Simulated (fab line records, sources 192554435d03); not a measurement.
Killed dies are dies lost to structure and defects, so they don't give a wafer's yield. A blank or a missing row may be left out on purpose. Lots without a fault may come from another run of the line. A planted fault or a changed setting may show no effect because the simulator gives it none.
Split-lot experiment | flow n5_finfet | 7 lots, 21 wafers read, on a route of 1938 steps

THE SPLIT
At N5_BEOL_M14_PEB_26 (peb time 90 s), the setting peb_temp_c was moved away from the recipe's 130 C on 9 of the 21 wafers read, by -2.0% to +1.9%. The other wafers ran this setting at the recipe's value.

FROM THE SPLIT TO THE READING: what the file shows between them, 2 steps
- N5_BEOL_M14_DEVELOP_27: develop time 45 s
- N5_BEOL_M14_HARDBAKE_32: time 120 s

THE READING
BEOL_M14.cd_nm (the simulator's own value, which no gauge read), in nm, at N5_BEOL_M14_DESCUM_33 (chemistry O2, time 7.9 s). The file gives no usual value for it. The 12 wafers here that ran the recipe average 286.1 nm, standard deviation 2.7 nm.

wafer  | tool, chamber at the split | peb_temp_c as run, C | against the recipe | BEOL_M14.cd_nm, nm | against lot-mates on the recipe
L074.1 | litho_track-02, 0          | 130                  | recipe             | 284.4              | -
L074.4 | litho_track-02, 0          | 130                  | recipe             | 289.4              | -
L074.5 | litho_track-02, 0          | 130                  | recipe             | 285.4              | -
L075.3 | litho_track-02, 0          | 131.5                | +1.2%              | 290                | +4.2
L075.4 | litho_track-02, 0          | 131.5                | +1.2%              | 295.8              | +10.0
L075.5 | litho_track-02, 0          | 130                  | recipe             | 285.8              | -
L076.3 | litho_track-02, 0          | 132.5                | +1.9%              | 293.8              | no lot-mate on the recipe
L076.4 | litho_track-02, 0          | 132.5                | +1.9%              | 300.6              | no lot-mate on the recipe
L076.6 | litho_track-02, 0          | 132.5                | +1.9%              | 297.2              | no lot-mate on the recipe
L078.2 | litho_track-01, 0          | 130                  | recipe             | 288                | -
L078.5 | litho_track-01, 0          | 130                  | recipe             | 289                | -
L078.6 | litho_track-01, 0          | 130                  | recipe             | 291                | -
L089.1 | litho_track-02, 0          | 127.4                | -2.0%              | 268.4              | -13.0
L089.3 | litho_track-02, 0          | 127.4                | -2.0%              | 270                | -11.4
L089.4 | litho_track-02, 0          | 130                  | recipe             | 281.4              | -
L091.2 | litho_track-02, 0          | 130                  | recipe             | 284.8              | -
L091.3 | litho_track-02, 0          | 130                  | recipe             | 283                | -
L091.4 | litho_track-02, 0          | 130                  | recipe             | 285                | -
L092.1 | litho_track-01, 0          | 130                  | recipe             | 286.2              | -
L092.2 | litho_track-01, 0          | 128.1                | -1.5%              | 278.2              | -8.0
L092.4 | litho_track-01, 0          | 128.1                | -1.5%              | 279.2              | -7.0

THE FIT
A straight line over all 21 wafers: BEOL_M14.cd_nm changes by +6.51 nm for each +1% of peb_temp_c; r = +0.93; the points scatter about the line by 3 nm.
The same after taking each lot's own level away (the mean of its wafers on the recipe; 18 wafers): +5.86 nm for each +1%; r = +0.96; scatter 1.6 nm.
On that fit, the largest move of peb_temp_c shifts the reading by 12 nm.
The lots' own levels span 281.40 to 289.33 nm, that is 3.0 times the standard deviation above.
So the lot-to-lot level changes the slope: the two fits differ.
Check: with one of the wafers moved furthest among these (-2.0%) left out of the fit, the line predicts -11.1 nm for it against its lot-mates. It came out at -13 nm against them.

OTHER SPLITS ON THESE WAFERS
These wafers also went through other splits before the reading. Each is held against what the fit with the lots' levels taken away leaves over:
other split on the same wafers | wafers away from the commonest value | r with BEOL_M14.cd_nm (lot level and that fit taken away)
N5_BEOL_M13_COAT_58 spin_rpm   | 10                                   | +0.29

THE FILE'S OWN FIT
BEOL_M14.cd_nm changes by +5.83 nm for each +1% of peb_temp_c, r = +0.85.
